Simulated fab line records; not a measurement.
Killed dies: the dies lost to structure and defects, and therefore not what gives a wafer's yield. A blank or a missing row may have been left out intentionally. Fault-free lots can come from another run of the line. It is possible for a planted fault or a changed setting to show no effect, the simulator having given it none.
Matching of chambers    flow nand harc    3 sister chambers for NHARC_P_GATE_DEP_103 on pecvd-04
The step deposits SiON, target thk 30 nm. 6 wafers are shown with their chamber, then 8 later ones without.

== WAFERS PAIRED WITH THEIR CHAMBERS ==
wafer   chamber  heater power w (W)
L870.2  2        895
L870.4  1        725
L873.2  1        765
L873.4  2        847
L873.6  0        778
L884.1  0        619

== WAFERS WITH NO CHAMBER GIVEN ==
wafer   heater power w (W)
L884.4  611
L884.5  753
L885.1  639
L885.2  878
L885.4  896
L886.2  735
L886.4  792
L886.6  793

== WHICH CHAMBER EACH ONE RAN IN ==
wafer   from the rows above           in truth
L884.4  can't be placed: 0 or 1       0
L884.5  can't be placed: 1 or 0 or 2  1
L885.1  can't be placed: 0 or 1       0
L885.2  can't be placed: 2 or 1       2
L885.4  can't be placed: 2 or 1       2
L886.2  can't be placed: 1 or 0 or 2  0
L886.4  can't be placed: 1 or 2 or 0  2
L886.6  can't be placed: 1 or 2 or 0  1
Placed correctly: 0 of 8. Unplaceable from these rows: 8, with the true chamber sitting among the candidates in 8. Wrongly placed: 0.
How it was worked out, from the rows above alone: a wafer's distance from a chamber is the root of the sum, over the readings, of the square of ((its reading less the chamber's mean) divided by the reading's scatter). The wafer belongs to the nearest chamber; if the next one is less than 2 further off, it can't be placed. For every chamber, the mean is computed from those of its wafers that are shown. How the scatter is found: for the shown wafers, subtract from each reading the mean of its chamber, square and add these, divide the total by (wafers less chambers), then take the root.
